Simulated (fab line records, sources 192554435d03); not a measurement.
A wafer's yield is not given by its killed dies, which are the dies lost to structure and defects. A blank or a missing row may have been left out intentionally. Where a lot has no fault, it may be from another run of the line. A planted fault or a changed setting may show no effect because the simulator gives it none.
8D (eight disciplines) problem report, filled in by code | flow n5_finfet | the parts of the form that need people (team, actions taken, sign-off) are left out

1. THE ISSUE
At N5_SD_EPI_N_COAT_33, spin_speed_rpm averages 1430.9 rpm over 9 wafers from 3 lots, while fault-free wafers read 1499.7 rpm, standard deviation 1.1. Relative to the usual mean, that is a shift of -63 standard deviations.
The step: time 60 s, resist thk 35 nm.
The first sign was on wafer L801.1 at day 7 02:57, on litho_track-02. At this step, 30 wafers from 10 lots have a number in the record. Rule for "out", or "out of limits": more than 4 standard deviations from the usual mean. The rest of the wafers with a number are treated as sound.

2. WHAT IT IS AND WHAT IT IS NOT
question                    | is                     | is not
which readings at this step | spin_speed_rpm         | -
which lots                  | L801, L802, L806       | L785, L786, L790, L791, L792, L797, L800
which wafers of those lots  | all that have a number | -
read on which tools         | litho_track-02         | litho_track-05
when                        | from day 7 02:57       | up to then (21 sound wafers)

3. THE SUSPECTS, EACH WITH WHAT RULES IT OUT
Counting: a tool stays on the suspect list if, at a process step up to the reading, it processed all lots that are out and no sound lot following the first of them.
- ald_sin-03 at N5_SPACER0_ALD_07 (deposits SiNx, target thk 2 nm): kept. It ran every lot that is out, first L801 (day 7 02:21), and no sound lot after that; its last sound lot up to then is L800 (day 6 17:52).
- litho_track-02 at N5_SD_EPI_N_COAT_33 (time 60 s, resist thk 35 nm): kept. It ran every lot that is out, first L801 (day 7 02:57), and no sound lot after that; its last sound lot up to then is L800 (day 6 18:28). Its own spin_speed_rpm readings are out on those wafers.
What counting leaves: ald_sin-03 at N5_SPACER0_ALD_07 and litho_track-02 at N5_SD_EPI_N_COAT_33.

4. THE CAUSE (what the simulator had put in)
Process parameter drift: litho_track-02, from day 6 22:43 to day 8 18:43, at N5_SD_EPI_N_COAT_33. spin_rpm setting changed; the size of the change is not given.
Of the 2 suspects that counting leaves, this tool is one.

5. THE EFFECT CHAIN, in route order
Each row: a reading where the mean over the struck wafers with a number is more than 3 standard deviations away from the usual. Scope: only readings with a usual standard deviation given in the record; hours: median across lots of the time from each lot's start at the first step in this table that gives one to its start at this step; sigmas: change in usual standard deviations.
hours | step                | reading        | usual      | on struck wafers | change | sigmas
0     | N5_SD_EPI_N_COAT_33 | spin_speed_rpm | 1499.7 rpm | 1430.9           | -68.8  | -63
Here are the process steps it includes:
- N5_SD_EPI_N_COAT_33: time 60 s, resist thk 35 nm.
Later measuring or inspecting steps at which every struck wafer that the step has a row for has a number for every such reading, and none has moved that far: N5_BEOL_M4_RC_MEAS_101.

6. WHAT WOULD HAVE CAUGHT IT SOONER
The fault began at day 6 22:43; the first out-of-limits reading in this record came at day 7 02:57, 4 hours later.
